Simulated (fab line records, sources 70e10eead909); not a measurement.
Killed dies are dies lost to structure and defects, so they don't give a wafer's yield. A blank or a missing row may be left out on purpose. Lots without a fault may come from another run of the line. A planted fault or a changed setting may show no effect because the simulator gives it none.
One fault seen from 2 desks | flow nand_harc | each desk has only its own numbers; what lay behind them comes last

THE TOOL OWNER'S DESK: cvd_w-02
The tool's own readings at NHARC_A_WL_FILL_CVD_03 (deposits W, target thk 40 nm, time 279 s): means of the sampled wafers that have a number, for each lot that ran on this tool. A lot is out of limits, marked OUT, if its mean lies more than 4 standard deviations from the usual mean; the brackets give that distance.
Columns: A = heater_power_w at NHARC_A_WL_FILL_CVD_03, usual 471 W; B = throttle_valve_pct at NHARC_A_WL_FILL_CVD_03, usual 7.84 %
lot  | first seen here | A   | B
L148 | day 20 20:26    | 481 | 7.61
L149 | day 21 03:29    | 449 | 7.83
L155 | day 24 03:44    | 464 | 7.88
L157 | day 24 17:34    | 452 | 7.82
L163 | day 26 22:47    | 484 | 7.84
L164 | day 28 05:20    | 442 | 7.59
L166 | day 28 07:01    | 476 | 7.67
L168 | day 28 22:28    | 437 | 7.67
This desk's finding: nothing out of limits on any of the 8 lots.

THE METROLOGY DESK
What the gauges read, lot by lot, whatever tool the lot ran on: means of the sampled wafers that have a number. A lot is out of limits, marked OUT, if its mean lies more than 4 standard deviations from the usual mean; the brackets give that distance.
Columns: A = thk_nm at NHARC_A_BONDPAD_THK_MEAS_20, usual 169.7 nm
lot  | first seen here | A
L148 | day 23 17:21    | 171.4
L149 | day 23 21:53    | 170.6
L155 | day 26 22:25    | 170.2
L158 | day 27 11:08    | 172.2
L157 | day 27 13:10    | 170.1
L161 | day 28 10:10    | 170.9
L163 | day 29 17:05    | 169.3
L162 | day 30 10:08    | 169.4
L166 | day 31 05:07    | 167.8
L164 | day 31 06:49    | 168.9
L165 | day 31 07:54    | 170.2
L168 | day 31 15:53    | 168.6
L167 | day 31 21:13    | 169.4
This desk's finding: nothing out of limits on any of the 13 lots.

PUT TOGETHER
The tool owner's desk saw nothing out of limits.
The metrology desk saw nothing out of limits.

WHAT THE SIMULATOR HAD PUT IN
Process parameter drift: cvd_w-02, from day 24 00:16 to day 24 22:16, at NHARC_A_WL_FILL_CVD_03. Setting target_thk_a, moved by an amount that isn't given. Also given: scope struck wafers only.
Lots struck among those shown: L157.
